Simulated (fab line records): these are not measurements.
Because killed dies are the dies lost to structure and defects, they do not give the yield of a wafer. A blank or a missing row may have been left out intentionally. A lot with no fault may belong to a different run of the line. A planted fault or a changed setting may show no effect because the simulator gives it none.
Matching of chambers	flow n5-finfet	N5_SD_EPI_P_ETCH_47 on rie-diel-03: 4 sister chambers
The step etches SiOCN in CH3F/O2, target depth 25 nm. 14 wafers are shown with their chamber, then 7 later ones without.

== WAFERS WITH THEIR CHAMBER ==
wafer	chamber	throttle-valve-pct (%)	drypump-motor-current-A (A)	oes-product-au (a.u.)
L077.2	1	16.07	5.2	0.81
L077.3	0	16.18	5.5	0.75
L077.6	2	16.76	5.3	0.78
L078.2	3	16.54	5.7	0.73
L078.5	3	16.54	5.7	0.72
L078.6	2	16.76	5.3	0.77
L079.3	0	16.19	5.6	0.74
L079.4	1	16.05	5.2	0.80
L079.6	2	16.78	5.3	0.77
L084.1	3	16.56	5.7	0.71
L084.2	0	16.21	5.6	0.72
L084.5	2	16.78	5.3	0.75
L086.1	1	16.09	5.2	0.79
L086.4	1	16.09	5.2	0.79

SIGNATURES, as means of the wafers listed above
reading	chamber 0	chamber 1	chamber 2	chamber 3	scatter within a chamber
throttle-valve-pct	16.1933	16.0750	16.7700	16.5467	0.0149
drypump-motor-current-A	5.567	5.200	5.300	5.700	0.0258
oes-product-au	0.7367	0.7975	0.7675	0.7200	0.0119
Rule: a wafer lies at a distance from a chamber equal to the root of the sum of squares, over the readings, of (its reading less the chamber's mean, divided by the reading's scatter). The wafer belongs to the nearest chamber; if the next one is less than 2 further off, it can't be placed. The scatter: take each reading less its chamber's mean, square it, sum over the shown wafers, divide by the number of wafers less the number of chambers, and take the root.

== WAFERS WITHOUT THEIR CHAMBER ==
wafer	throttle-valve-pct (%)	drypump-motor-current-A (A)	oes-product-au (a.u.)
L086.5	16.58	5.7	0.70
L089.1	16.11	5.2	0.78
L089.2	16.21	5.6	0.73
L089.5	16.21	5.6	0.73
L092.1	16.10	5.2	0.78
L092.3	16.21	5.6	0.72
L092.5	16.11	5.2	0.78

== CHAMBER TAKEN BY EACH ==
wafer	from the rows above	in truth
L086.5	3	3
L089.1	1	1
L089.2	0	0
L089.5	0	0
L092.1	1	1
L092.3	0	0
L092.5	1	1
Placed correctly: 7 of 7. Can't be placed from these rows: 0. Number placed wrongly: 0.
